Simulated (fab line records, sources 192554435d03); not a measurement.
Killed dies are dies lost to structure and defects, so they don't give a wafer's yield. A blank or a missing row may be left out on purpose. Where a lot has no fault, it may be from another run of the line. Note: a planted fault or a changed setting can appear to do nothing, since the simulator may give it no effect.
fab line records :: flow n5Finfet
record
  lots=4
  wafers=11
  lastDay=18
route steps=1938 shown PMOS_HMC_CHANNEL_EPI@83 FIN_SAQP@90 FIN_CUT@174 STI_FIN_REVEAL@197 BEOL_M4@1111 PASSIVATION@1936
lots that met no fault: taken from a fault-free run of the same line
startH: hours from the record's opening day to when the first of the lot's shown wafers began :: waitH: how many hours have passed since the lot's step before this one :: " identical to the entry in the row above :: L1.1+2: a row that stands for several wafers :: - no value present, or no start provided :: * or withheld: withheld :: < > ~ a bound
route shown NAME@n: NAME is a module with steps in the file, n the number in the route of the first one :: usual: average and standard deviation across the fault-free wafers :: same: alike in all rows :: chamber/n: place in a boat :: sites: readings site by site :: _std_site: the values' standard deviation :: _edge_site: outer sites' mean less inner sites' :: radiusMm: for every site, how far away it sits from the centre of the wafer :: mask NAME#n: copy n :: behind: the tool/chamber that last shaped the wafer :: hold: reason for holding the lot/hours on hold/outcome of the hold :: device: transistor that didn't switch, given as n, p or np :: end of line: the route-end tests of the same wafers :: a step without rows: its recipe alone :: killed: not the wafer's yield, but the dies lost to structure and defects at the first sort :: map: per-die view of a wafer (x killed, . not killed, _ where there is no die)
set.NAME: setting as actually run; set.NAME@STEP: the setting as run at that earlier step :: model.NAME: the simulator's own value behind a step, which no gauge read
lots at some steps of the route; a table a step, a row a wafer
services: the hour from which a tool's chamber was out of use, counted from the record's first day as startH (under 0 if before that day), plus the number of hours and why
## steps
# step N5_PMOS_HMC_CHANNEL_EPI_PRECLEAN_40
# recipe
  chemistry=DHF
  timeS=30
  tempC=25
  dilution=withheld
# step N5_PMOS_HMC_CHANNEL_EPI_PRECLEAN_37
# recipe
  chemistry=O3/DIW
  timeS=45
  tempC=22
  o3Ppm=10
# step N5_PMOS_HMC_CHANNEL_EPI_PRECLEAN_24
# recipe
  chemistry=DHF
  timeS=30
  tempC=25
  dilution=withheld
# step N5_PMOS_HMC_CHANNEL_EPI_SRD_25
# recipe
  dry=ipaMarangoni
  doPpb=5
  timeS=30
  tempC=23
  rinseLiquid=diw
# step N5_PMOS_HMC_CHANNEL_EPI_EPI_26
# recipe
  material=Si
  targetThkA=38
  tempC=650
  precursor=SiH4/H2
  pressureTorr=20
  timeS=22.7
# step N5_FIN_SAQP_PRECLEAN_42
# recipe
  chemistry=O3/DIW
  timeS=60
  tempC=22
  o3Ppm=10
# step N5_FIN_SAQP_PRECLEAN_00
# recipe
  chemistry=SC1
  timeS=60
  tempC=55
  mix=1:2:50
# step N5_FIN_SAQP_PRECLEAN_44
# recipe
  chemistry=SC2
  timeS=45
  tempC=35
  mix=1:1:50
# step N5_FIN_SAQP_SRD_01
# recipe
  dry=ipaMarangoni
  timeS=30
  tempC=23
  rinseLiquid=diw
# step N5_FIN_SAQP_ALD_61
# recipe
  material=SiO2
  targetThkA=40
  tempC=300
  aldPrecursorFamily=BDEAS
  aldCoReactant=O2-plasma
  pulseTimeS=1
  purgeTimeS=2
  coReactantPurgeTimeS=2
  aldCycles=43
  pressureTorr=2
# usual
  aldCycles=43/0
  heaterPowerW=472/55
  precursorPulseHeightRel=1.000/0.021
# same
  coReactantPurgeTimeS=2
  pulseTimeS=1
lot.wafer: L646.2
tool: aldSin-03
chamber: 3
startH: 68.23
waitH: 0.0
aldCycles: 43
heaterPowerW: 366
precursorPulseHeightRel: 0.987
sinceWetCleanH: 165
model.SiO2_of_FIN_SAQP_ALD_61.thkNm: 4.02

lot.wafer: L646.4
tool: aldSin-03
chamber: 0
startH: 68.23
waitH: 0.0
aldCycles: 43
heaterPowerW: 490
precursorPulseHeightRel: 0.987
sinceWetCleanH: 165
model.SiO2_of_FIN_SAQP_ALD_61.thkNm: 4.004

lot.wafer: L646.5
tool: aldSin-03
chamber: 2
startH: 68.23
waitH: 0.0
aldCycles: 43
heaterPowerW: 533
precursorPulseHeightRel: 0.957
sinceWetCleanH: -
model.SiO2_of_FIN_SAQP_ALD_61.thkNm: 4.021

lot.wafer: L653.1
tool: aldSin-03
chamber: 1
startH: 112.37
waitH: 1.0
aldCycles: 43
heaterPowerW: 482
precursorPulseHeightRel: 1.006
sinceWetCleanH: 209
model.SiO2_of_FIN_SAQP_ALD_61.thkNm: 4.022

lot.wafer: L653.4
tool: aldSin-03
chamber: 0
startH: 112.37
waitH: 1.0
aldCycles: 34
heaterPowerW: 473
precursorPulseHeightRel: 1.007
sinceWetCleanH: 209
model.SiO2_of_FIN_SAQP_ALD_61.thkNm: 3.18

lot.wafer: L653.6
tool: aldSin-03
chamber: 1
startH: 112.37
waitH: 1.0
aldCycles: 43
heaterPowerW: 461
precursorPulseHeightRel: 1.028
sinceWetCleanH: -
model.SiO2_of_FIN_SAQP_ALD_61.thkNm: 4.006

lot.wafer: L654.2
tool: aldSin-03
chamber: 1
startH: 116.36
waitH: 0.0
aldCycles: 43
heaterPowerW: 462
precursorPulseHeightRel: 0.992
sinceWetCleanH: 213
model.SiO2_of_FIN_SAQP_ALD_61.thkNm: 3.981

lot.wafer: L654.4
tool: aldSin-03
chamber: 0
startH: 116.36
waitH: 0.0
aldCycles: 34
heaterPowerW: 484
precursorPulseHeightRel: 1.002
sinceWetCleanH: 213
model.SiO2_of_FIN_SAQP_ALD_61.thkNm: 3.142

lot.wafer: L661.2
tool: aldSin-04
chamber: 1
startH: 158.40
waitH: 0.2
aldCycles: 43
heaterPowerW: 466
precursorPulseHeightRel: 0.964
sinceWetCleanH: 348
model.SiO2_of_FIN_SAQP_ALD_61.thkNm: 3.989

lot.wafer: L661.5
tool: aldSin-04
chamber: 2
startH: 158.40
waitH: 0.2
aldCycles: 43
heaterPowerW: 549
precursorPulseHeightRel: 1.003
sinceWetCleanH: -
model.SiO2_of_FIN_SAQP_ALD_61.thkNm: 4.002

lot.wafer: L661.6
tool: aldSin-04
chamber: 1
startH: 158.40
waitH: 0.2
aldCycles: 43
heaterPowerW: 467
precursorPulseHeightRel: 1.011
sinceWetCleanH: -
model.SiO2_of_FIN_SAQP_ALD_61.thkNm: 4.008
# step N5_FIN_SAQP_DENSIFY_62
# recipe
  tempC=700
  timeS=60
  ambient=N2
  idleTempC=600
  rampUpCPerS=150
  rampDownCPerS=60
  coolToC=600
# step N5_FIN_SAQP_HM_DEP_03
# recipe
  material=SiNx
  targetThkA=380
  tempC=400
  precursor=SiH4/NH3/N2
  pressureTorr=1.5
  rfW=300
  timeS=33.6
# step N5_FIN_SAQP_PECVD_47
# recipe
  material=a-Si
  targetThkA=450
  tempC=400
  precursor=SiH4/He
  pressureTorr=3
  rfW=100
  timeS=36.3
# step N5_FIN_SAQP_PECVD_48
# recipe
  material=SiNx
  targetThkA=250
  tempC=400
  precursor=SiH4/NH3/N2
  pressureTorr=1.5
  rfW=300
  timeS=22.1
# step N5_FIN_SAQP_PECVD_06
# recipe
  material=a-Si
  targetThkA=600
  tempC=400
  precursor=SiH4/He
  pressureTorr=3
  rfW=100
  timeS=48.1
# step N5_FIN_SAQP_HM_DEP_72
# recipe
  material=SiO2
  targetThkA=120
  tempC=400
  precursor=SiH4/N2O
  pressureTorr=0.75
  rfW=275
  timeS=7.2
# step N5_FIN_SAQP_COAT_49
# recipe
  resist=SOC
  tempC=250
  timeS=60
  spinRpm=1500
  resistThkNm=100
# step N5_FIN_SAQP_COAT_50
# recipe
  resist=SiARC
  tempC=220
  timeS=60
  spinRpm=1500
  resistThkNm=35
# step N5_FIN_SAQP_COAT_10
# recipe
  resist=CAR-ArF
  spinRpm=1500
  resistThkNm=90
# step N5_FIN_SAQP_EBR_12
# recipe
  solvent=PGMEA
  ebrWidthMm=1.5
# step N5_FIN_SAQP_SOFTBAKE_11
# recipe
  tempC=110
  timeS=60
  resist=CAR-ArF
# step N5_FIN_SAQP_EXPOSE_13
# recipe
  maskId=FIN_CORE
  na=1.35
  sourceShape=dipole
  sigmaInner=0.538
  sigmaOuter=0.738
  polarization=te
  targetCdNm=35.6
  doseMj=63.25
# step N5_FIN_SAQP_PEB_14
# recipe
  pebTempC=withheld
  pebTimeS=60
  resist=CAR-ArF
# step N5_FIN_SAQP_DEVELOP_15
# recipe
  developTimeS=30
  developer=TMAH
  resist=CAR-ArF
  devTempC=23
  rinseLiquid=diw
  dry=airSpin
# step N5_FIN_SAQP_DESCUM_21
# recipe
  chemistry=O2
  timeS=7.9
  sourcePowerW=50
  biasPowerW=20
  pressureMtorr=20
  rfFrequencyHz=2.712e+07
  tempC=40
  resist=CAR-ArF
  o2FlowSccm=225
# step N5_FIN_SAQP_ETCH_51
# recipe
  chemistry=CF4
  target=SiARC
  targetDepthA=455
  maskMaterial=CAR-ArF
  timeS=75.8
  ionEnergyEv=80
  pressureMtorr=40
  sourceW=545
  biasW=36
  Ar_flow_sccm=100
  cf4FlowSccm=100
  ends=cleared
# step N5_FIN_SAQP_ETCH_52
# recipe
  chemistry=N2/H2
  target=SOC
  targetDepthA=1000
  overetchA=200
  maskMaterial=SiARC
  tempC=40
  timeS=150
  ionEnergyEv=200
  pressureMtorr=30
  sourceW=840
  biasW=150
  n2FlowSccm=200
  h2FlowSccm=200
  ends=endPoint
# step N5_FIN_SAQP_STRIP_53
# recipe
  chemistry=N2/H2
  tempC=40
  n2FlowSccm=200
  h2FlowSccm=200
  rfFrequencyHz=6e+07
# step N5_FIN_SAQP_HM_OPEN_73
# recipe
  chemistry=CHF3/O2
  target=SiO2
  stopOn=a-Si
  targetDepthA=120
  overEtchFrac=1.8
  maskMaterial=SOC
  timeS=16.8
  pressureMtorr=30
  sourceW=650
  biasW=170
  Ar_flow_sccm=200
  CHF3_flow_sccm=50
  O2_flow_sccm=5
  ionEnergyEv=200
  ends=endPoint
# step N5_FIN_SAQP_STRIP_74
# recipe
  chemistry=CHF3/O2
  resist=SiARC
  rfFrequencyHz=6e+07
# step N5_FIN_SAQP_MANDREL_ETCH_22
# recipe
  targetDepthA=600
  chemistry=HBr/Cl2
  target=a-Si
  stopOn=SiNx
  btTimeS=10
  overEtchFrac=0.5
  timeS=30
  pressureMtorr=10
  icpW=800
  biasW=75
  HBr_flow_sccm=150
  Cl2_flow_sccm=80
  ends=endPoint
# step N5_FIN_SAQP_STRIP_55
# recipe
  chemistry=N2/H2
  powerW=500
  tempC=40
  pressureMtorr=50
  rfFrequencyHz=6e+07
  overashFraction=0.3
  biasPowerW=28
  h2Frac=0.5
  n2FlowSccm=300
  h2FlowSccm=300
# step N5_FIN_SAQP_STRIP_23
# recipe
  chemistry=SPM
  timeS=750
  tempC=130
  h2so4H2o2VolRatio=4
# step N5_FIN_SAQP_SRD_66
# recipe
  dry=ipaMarangoni
  timeS=30
  tempC=23
  rinseLiquid=diw
# step N5_FIN_CUT_CUT_ETCH_27
# recipe
  chemistry=CHF3/O2
  target=SiO2
  targetDepthA=40
  maskMaterial=SOC
  overetchA=20
  timeS=4.9
  pressureMtorr=30
  sourceW=650
  biasW=170
  Ar_flow_sccm=200
  CHF3_flow_sccm=50
  O2_flow_sccm=5
  ionEnergyEv=200
# usual
  CHF3_flow_sccm=49.99/0.14
  O2_flow_sccm=4.998/0.015
  biasW=170.0/0.51
  drypumpMotorCurrentA=5.9/0.34
  oesProductAu=0.61/0.067
  rfVppV=526/11
  showerheadPlenumPTorr=2.44/0.079
  throttleValvePct=18.94/0.19
lot.wafer: L646.2
tool: rieDiel-02
chamber: 2
startH: 74.90
waitH: 0.0
CHF3_flow_sccm: 49.96
O2_flow_sccm: 4.991
biasW: 170.3
drypumpMotorCurrentA: 6.2
oesProductAu: 0.56
rfHoursCounterH: 189
rfVppV: 526
showerheadPlenumPTorr: 2.39
throttleValvePct: 18.65
model.etch.depthNm: 4.02

lot.wafer: L646.4
tool: rieDiel-02
chamber: 2
startH: 74.90
waitH: 0.0
CHF3_flow_sccm: 50.07
O2_flow_sccm: 4.993
biasW: 170.8
drypumpMotorCurrentA: 6.2
oesProductAu: 0.56
rfHoursCounterH: -
rfVppV: 528
showerheadPlenumPTorr: 2.39
throttleValvePct: 18.67
model.etch.depthNm: 4.004

lot.wafer: L646.5
tool: rieDiel-02
chamber: 0
startH: 74.90
waitH: 0.0
CHF3_flow_sccm: 50.06
O2_flow_sccm: 4.993
biasW: 170.3
drypumpMotorCurrentA: 5.5
oesProductAu: 0.62
rfHoursCounterH: -
rfVppV: 528
showerheadPlenumPTorr: 2.50
throttleValvePct: 19.16
model.etch.depthNm: 4.021

lot.wafer: L653.1
tool: rieDiel-01
chamber: 0
startH: 118.70
waitH: 0.0
CHF3_flow_sccm: 50.15
O2_flow_sccm: 4.985
biasW: 169.6
drypumpMotorCurrentA: 6.3
oesProductAu: 0.70
rfHoursCounterH: 32
rfVppV: 540
showerheadPlenumPTorr: 2.46
throttleValvePct: 19.02
model.etch.depthNm: 4.022

lot.wafer: L653.4
tool: rieDiel-01
chamber: 2
startH: 118.70
waitH: 0.0
CHF3_flow_sccm: 49.90
O2_flow_sccm: 4.983
biasW: 170.0
drypumpMotorCurrentA: 5.8
oesProductAu: 0.50
rfHoursCounterH: 237
rfVppV: 519
showerheadPlenumPTorr: 2.27
throttleValvePct: 18.99
model.etch.depthNm: 3.18

lot.wafer: L653.6
tool: rieDiel-01
chamber: 2
startH: 118.70
waitH: 0.0
CHF3_flow_sccm: 49.77
O2_flow_sccm: 4.972
biasW: 169.6
drypumpMotorCurrentA: 5.8
oesProductAu: 0.55
rfHoursCounterH: -
rfVppV: 518
showerheadPlenumPTorr: 2.27
throttleValvePct: 18.99
model.etch.depthNm: 4.006

lot.wafer: L654.2
tool: rieDiel-02
chamber: 2
startH: 122.73
waitH: 0.0
CHF3_flow_sccm: 49.98
O2_flow_sccm: 5.026
biasW: 170.0
drypumpMotorCurrentA: 6.2
oesProductAu: 0.55
rfHoursCounterH: 198
rfVppV: 526
showerheadPlenumPTorr: 2.38
throttleValvePct: 18.68
model.etch.depthNm: 3.981

lot.wafer: L654.4
tool: rieDiel-02
chamber: 3
startH: 122.73
waitH: 0.0
CHF3_flow_sccm: 49.98
O2_flow_sccm: 5.011
biasW: 169.5
drypumpMotorCurrentA: 6.3
oesProductAu: 0.67
rfHoursCounterH: 9
rfVppV: 514
showerheadPlenumPTorr: 2.55
throttleValvePct: 18.62
model.etch.depthNm: 3.142

lot.wafer: L661.2
tool: rieDiel-02
chamber: 2
startH: 165.18
waitH: 0.0
CHF3_flow_sccm: 49.99
O2_flow_sccm: 5.015
biasW: 169.6
drypumpMotorCurrentA: 6.1
oesProductAu: 0.55
rfHoursCounterH: 208
rfVppV: 527
showerheadPlenumPTorr: 2.38
throttleValvePct: 18.69
model.etch.depthNm: 3.989

lot.wafer: L661.5
tool: rieDiel-02
chamber: 0
startH: 165.18
waitH: 0.0
CHF3_flow_sccm: 49.88
O2_flow_sccm: 4.999
biasW: 169.7
drypumpMotorCurrentA: 5.5
oesProductAu: 0.61
rfHoursCounterH: -
rfVppV: 529
showerheadPlenumPTorr: 2.49
throttleValvePct: 19.20
model.etch.depthNm: 4.002

lot.wafer: L661.6
tool: rieDiel-02
chamber: 3
startH: 165.18
waitH: 0.0
CHF3_flow_sccm: 49.71
O2_flow_sccm: 4.971
biasW: 170.8
drypumpMotorCurrentA: 6.3
oesProductAu: 0.72
rfHoursCounterH: -
rfVppV: 515
showerheadPlenumPTorr: 2.55
throttleValvePct: 18.64
model.etch.depthNm: 4.008
# step N5_STI_FIN_REVEAL_STRIP_16
# recipe
  chemistry=H3PO4
  material=SiNx
  tempC=165
  targetDepthA=238
  overetchFraction=0.4964
  dry=ipaMarangoni
# usual
  bathGuardTempC=164.9/0.6
  bathHeatDutyPct=29.1/2.4
lot.wafer: L646.2
tool: wetBench-05
chamber: 5
startH: 83.05
waitH: 1.1
bathGuardTempC: 165.7
bathHeatDutyPct: 32.3
model.SiO2_of_FIN_SAQP_ALD_61.thkNm: 3.8

lot.wafer: L646.4
tool: wetBench-05
chamber: 4
startH: 83.05
waitH: 1.1
bathGuardTempC: 165.2
bathHeatDutyPct: 27.8
model.SiO2_of_FIN_SAQP_ALD_61.thkNm: 3.8

lot.wafer: L646.5
tool: wetBench-05
chamber: 6
startH: 83.05
waitH: 1.1
bathGuardTempC: 165.3
bathHeatDutyPct: 23.8
model.SiO2_of_FIN_SAQP_ALD_61.thkNm: 3.8

lot.wafer: L653.1
tool: wetBench-01
chamber: 2
startH: 127.02
waitH: 1.1
bathGuardTempC: 164.4
bathHeatDutyPct: 29.8
model.SiO2_of_FIN_SAQP_ALD_61.thkNm: 3.8

lot.wafer: L653.4
tool: wetBench-01
chamber: 1
startH: 127.02
waitH: 1.1
bathGuardTempC: 164.5
bathHeatDutyPct: 29.1
model.SiO2_of_FIN_SAQP_ALD_61.thkNm: 3

lot.wafer: L653.6
tool: wetBench-01
chamber: 6
startH: 127.02
waitH: 1.1
bathGuardTempC: 164.0
bathHeatDutyPct: 29.8
model.SiO2_of_FIN_SAQP_ALD_61.thkNm: 3.8

lot.wafer: L654.2
tool: wetBench-01
chamber: 0
startH: 131.14
waitH: 1.1
bathGuardTempC: 165.7
bathHeatDutyPct: 31.0
model.SiO2_of_FIN_SAQP_ALD_61.thkNm: 3.8

lot.wafer: L654.4
tool: wetBench-01
chamber: 2
startH: 131.14
waitH: 1.1
bathGuardTempC: 164.1
bathHeatDutyPct: 31.0
model.SiO2_of_FIN_SAQP_ALD_61.thkNm: 2.8

lot.wafer: L661.2
tool: wetBench-02
chamber: 1
startH: 173.22
waitH: 1.1
bathGuardTempC: 165.8
bathHeatDutyPct: 32.9
model.SiO2_of_FIN_SAQP_ALD_61.thkNm: 3.8

lot.wafer: L661.5
tool: wetBench-02
chamber: 2
startH: 173.22
waitH: 1.1
bathGuardTempC: 164.8
bathHeatDutyPct: 31.3
model.SiO2_of_FIN_SAQP_ALD_61.thkNm: 3.8

lot.wafer: L661.6
tool: wetBench-02
chamber: 4
startH: 173.22
waitH: 1.1
bathGuardTempC: 165.2
bathHeatDutyPct: 27.4
model.SiO2_of_FIN_SAQP_ALD_61.thkNm: 3.8
# step N5_BEOL_M4_RC_MEAS_101
# usual
  DIBL_N=36.0/2.2
  DIBL_P=36.2/2.4
  IOFF_N=0.16/0.035
  IOFF_P=0.21/0.037
  ION_N=672/13
  ION_P=461/7
  SS_N=71.4/0.69
  SS_P=73.2/0.75
  VT_N=250/3.4
  VT_P=-251/3
lot.wafer: L646.2
tool: prober-01
chamber: 0
startH: 240.85
waitH: 0.2
DIBL_N[mV/V]: 36.1
DIBL_P[mV/V]: 36.7
IOFF_N[nA/um]: 0.15
IOFF_P[nA/um]: 0.19
ION_N[uA/um]: 676
ION_P[uA/um]: 460
SS_N[mV/dec]: 71.7
SS_P[mV/dec]: 73.5
VT_N[mV]: 249
VT_P[mV]: -252

lot.wafer: L646.4
tool: prober-01
chamber: 0
startH: 240.85
waitH: 0.2
DIBL_N[mV/V]: 35.8
DIBL_P[mV/V]: 36.0
IOFF_N[nA/um]: 0.15
IOFF_P[nA/um]: 0.18
ION_N[uA/um]: 647
ION_P[uA/um]: 445
SS_N[mV/dec]: 72.5
SS_P[mV/dec]: 73.0
VT_N[mV]: 253
VT_P[mV]: -253

lot.wafer: L646.5
tool: prober-01
chamber: 0
startH: 240.85
waitH: 0.2
DIBL_N[mV/V]: 37.6
DIBL_P[mV/V]: 37.9
IOFF_N[nA/um]: 0.18
IOFF_P[nA/um]: 0.22
ION_N[uA/um]: 682
ION_P[uA/um]: 462
SS_N[mV/dec]: 71.8
SS_P[mV/dec]: 73.2
VT_N[mV]: 248
VT_P[mV]: -251

lot.wafer: L653.1
tool: prober-02
chamber: 0
startH: 299.45
waitH: 0.0
DIBL_N[mV/V]: 37.9
DIBL_P[mV/V]: 40.2
IOFF_N[nA/um]: 0.21
IOFF_P[nA/um]: 0.28
ION_N[uA/um]: 686
ION_P[uA/um]: 467
SS_N[mV/dec]: 71.3
SS_P[mV/dec]: 74.3
VT_N[mV]: 245
VT_P[mV]: -246

lot.wafer: L653.4
tool: prober-02
chamber: 0
startH: 299.45
waitH: 0.0
DIBL_N[mV/V]: 34.5
DIBL_P[mV/V]: 35.1
IOFF_N[nA/um]: 0.14
IOFF_P[nA/um]: 0.20
ION_N[uA/um]: 656
ION_P[uA/um]: 456
SS_N[mV/dec]: 71.1
SS_P[mV/dec]: 73.0
VT_N[mV]: 249
VT_P[mV]: -252

lot.wafer: L653.6
tool: prober-02
chamber: 0
startH: 299.45
waitH: 0.0
DIBL_N[mV/V]: 35.7
DIBL_P[mV/V]: 37.1
IOFF_N[nA/um]: 0.16
IOFF_P[nA/um]: 0.22
ION_N[uA/um]: 665
ION_P[uA/um]: 457
SS_N[mV/dec]: 70.9
SS_P[mV/dec]: 73.1
VT_N[mV]: 249
VT_P[mV]: -248

lot.wafer: L654.2
tool: prober-02
chamber: 0
startH: 304.09
waitH: 0.2
DIBL_N[mV/V]: 37.9
DIBL_P[mV/V]: 37.9
IOFF_N[nA/um]: 0.20
IOFF_P[nA/um]: 0.23
ION_N[uA/um]: 682
ION_P[uA/um]: 456
SS_N[mV/dec]: 72.3
SS_P[mV/dec]: 73.2
VT_N[mV]: 247
VT_P[mV]: -250

lot.wafer: L654.4
tool: prober-02
chamber: 0
startH: 304.09
waitH: 0.2
DIBL_N[mV/V]: 34.1
DIBL_P[mV/V]: 35.1
IOFF_N[nA/um]: 0.13
IOFF_P[nA/um]: 0.17
ION_N[uA/um]: 663
ION_P[uA/um]: 456
SS_N[mV/dec]: 70.9
SS_P[mV/dec]: 72.7
VT_N[mV]: 251
VT_P[mV]: -255

lot.wafer: L661.2
tool: prober-01
chamber: 0
startH: 341.25
waitH: 0.2
DIBL_N[mV/V]: 38.0
DIBL_P[mV/V]: 36.8
IOFF_N[nA/um]: 0.19
IOFF_P[nA/um]: 0.22
ION_N[uA/um]: 691
ION_P[uA/um]: 470
SS_N[mV/dec]: 71.4
SS_P[mV/dec]: 73.7
VT_N[mV]: 244
VT_P[mV]: -248

lot.wafer: L661.5
tool: prober-01
chamber: 0
startH: 341.25
waitH: 0.2
DIBL_N[mV/V]: 38.4
DIBL_P[mV/V]: 37.7
IOFF_N[nA/um]: 0.18
IOFF_P[nA/um]: 0.24
ION_N[uA/um]: 679
ION_P[uA/um]: 466
SS_N[mV/dec]: 71.6
SS_P[mV/dec]: 73.9
VT_N[mV]: 247
VT_P[mV]: -250

lot.wafer: L661.6
tool: prober-01
chamber: 0
startH: 341.25
waitH: 0.2
DIBL_N[mV/V]: 39.5
DIBL_P[mV/V]: 40.4
IOFF_N[nA/um]: 0.24
IOFF_P[nA/um]: 0.29
ION_N[uA/um]: 702
ION_P[uA/um]: 484
SS_N[mV/dec]: 72.3
SS_P[mV/dec]: 74.4
VT_N[mV]: 245
VT_P[mV]: -247
# step N5_PASSIVATION_PROBE_49
# usual
  defectLimitedYield=91.2/1.4
  killed_at_M0_to_M3=34/9.4
  killed_at_M4_up=14/5.6
  killedAtContacts=13/7.8
  killedAtFrontEnd=37/10
  killedAtOther=4/3.3
  killedDies=103/17
  killedOpen=68/13
  killedShort=33/8.2
  sort_bin_5_function=5.1/0.92
  sort_bin_6_memory=3.3/0.71
  sortNPass=1077/17
  sortYieldPct=91.2/1.4
# same
  grossDies=1180
  killedAtBackSide=0
  sort_bin_4_leakage[%]=0
  sort_bin_8_speed[%]=0
lot.wafer: L653.1
tool: prober-01
chamber: -
startH: 409.87
waitH: 0.0
defectLimitedYield[%]: 92.5
killed_at_M0_to_M3: 28
killed_at_M4_up: 7
killedAtContacts: 7
killedAtFrontEnd: 45
killedAtOther: 2
killedDies: 89
killedOpen: 70
killedShort: 19
sort_bin_5_function[%]: 4.2
sort_bin_6_memory[%]: 3.0
sortNPass: 1091
sortYieldPct[%]: 92.5

lot.wafer: L653.4
tool: prober-01
chamber: -
startH: 410.02
waitH: 0.2
defectLimitedYield[%]: 91.3
killed_at_M0_to_M3: 25
killed_at_M4_up: 12
killedAtContacts: 9
killedAtFrontEnd: 56
killedAtOther: 1
killedDies: 103
killedOpen: 63
killedShort: 34
sort_bin_5_function[%]: 4.9
sort_bin_6_memory[%]: 3.1
sortNPass: 1077
sortYieldPct[%]: 91.3

lot.wafer: L653.6
tool: prober-01
chamber: -
startH: 410.12
waitH: 0.3
defectLimitedYield[%]: 93.6
killed_at_M0_to_M3: 27
killed_at_M4_up: 6
killedAtContacts: 11
killedAtFrontEnd: 30
killedAtOther: 2
killedDies: 76
killedOpen: 51
killedShort: 25
sort_bin_5_function[%]: 3.2
sort_bin_6_memory[%]: 2.7
sortNPass: 1104
sortYieldPct[%]: 93.6
# killed by level:class
L653.1 STI_FIN_REVEAL:geometricParticle:open=18 BEOL_M1:geometricParticle:open=10 FIN_SAQP:geometricParticle:open=9 GATE_CUT:geometricParticle:open=6 MOL_CONTACT_COAG:geometricParticle:open=6 BEOL_M0_SAQP:geometricParticle:short=5 FIN_SAQP:geometricParticle:short=4 BEOL_M0_SAQP:geometricParticle:open=3
L653.4 FIN_SAQP:geometricParticle:open=12 FIN_SAQP:geometricParticle:short=11 STI_FIN_REVEAL:geometricParticle:open=11 BEOL_M0_SAQP:geometricParticle:open=9 MOL_CONTACT_COAG:geometricParticle:open=8 BEOL_M0_SAQP:geometricParticle:short=5 BEOL_M2:geometricParticle:open=5 HKMG_FIN:areaEtch=5
L653.6 STI_FIN_REVEAL:geometricParticle:open=12 BEOL_M2:geometricParticle:open=10 MOL_CONTACT_COAG:geometricParticle:open=8 BEOL_M0_SAQP:geometricParticle:open=6 BEOL_M1:geometricParticle:open=5 BEOL_M0_SAQP:geometricParticle:short=4 FIN_SAQP:geometricParticle:short=3 DUMMY_GATE:geometricParticle:open=3
## services
tool: rieDiel-02
chamber: 3
startH: 58.21
hours: -
kind: clean

tool: rieDiel-02
chamber: 3
startH: 58.21
hours: -
kind: consumableReplace:focusRing

tool: rieDiel-02
chamber: 3
startH: 58.21
hours: -
kind: consumableReplace:showerhead

tool: rieDiel-02
chamber: 3
startH: 58.21
hours: 20.1
kind: scheduledDown

tool: rieDiel-02
chamber: 3
startH: 58.21
hours: 20.1
kind: ventCycle

tool: aldSin-03
chamber: 0
startH: 73.62
hours: 5.7
kind: repair

tool: rieDiel-01
chamber: 3
startH: 78.87
hours: 5.7
kind: repair

tool: aldSin-03
chamber: -
startH: 80.68
hours: 6.1
kind: pm

tool: wetBench-02
chamber: -
startH: 108.35
hours: 2.2
kind: repair

tool: aldSin-03
chamber: -
startH: 108.58
hours: 0.9
kind: repair

tool: wetBench-02
chamber: -
startH: 113.50
hours: 1.1
kind: repair

tool: aldSin-03
chamber: -
startH: 119.99
hours: 2.8
kind: pm

tool: aldSin-03
chamber: 1
startH: 130.03
hours: 1.8
kind: repair

tool: rieDiel-02
chamber: 1
startH: 138.98
hours: -
kind: clean

tool: rieDiel-02
chamber: 1
startH: 138.98
hours: -
kind: consumableReplace:focusRing

tool: rieDiel-02
chamber: 1
startH: 138.98
hours: 11.9
kind: scheduledDown

tool: rieDiel-02
chamber: 1
startH: 138.98
hours: 11.9
kind: ventCycle

tool: rieDiel-01
chamber: 3
startH: 144.44
hours: 4.0
kind: repair

tool: wetBench-02
chamber: -
startH: 166.05
hours: 1.9
kind: pm

tool: rieDiel-01
chamber: 2
startH: 168.39
hours: -
kind: clean

tool: rieDiel-01
chamber: 2
startH: 168.39
hours: -
kind: consumableReplace:focusRing

tool: rieDiel-01
chamber: 2
startH: 168.39
hours: -
kind: consumableReplace:showerhead

tool: rieDiel-01
chamber: 2
startH: 168.39
hours: 21.4
kind: scheduledDown

tool: rieDiel-01
chamber: 2
startH: 168.39
hours: 21.4
kind: ventCycle
## key
firstSign
  step=N5_FIN_SAQP_ALD_61
  reading=aldCycles
  direction=down
  sigmas=99+
  usual=*
  struck=*
effect none on later readings
modelEffect
  step=N5_FIN_SAQP_ALD_61
  value=SiO2_of_FIN_SAQP_ALD_61.thkNm
  without=3.998
  struck=3.161
modelEffect
  step=N5_FIN_CUT_CUT_ETCH_27
  value=etch.depthNm
  without=3.998
  struck=3.161
modelEffect
  step=N5_STI_FIN_REVEAL_STRIP_16
  value=SiO2_of_FIN_SAQP_ALD_61.thkNm
  without=3.8
  struck=2.9
metAt N5_FIN_SAQP_ALD_61
struckWafers L653.4,L654.4
onsetBetween 68.23 112.37
fault
  kind=processParameterDrift
  tool=aldSin-03
  chamber=-
  onsetH=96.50
  steps=N5_FIN_SAQP_ALD_61
  channel=aldCycles
  offset=*
  shape=step
  endH=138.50
  scope=struckWafersOnly
  actsIn=*
  stated=*
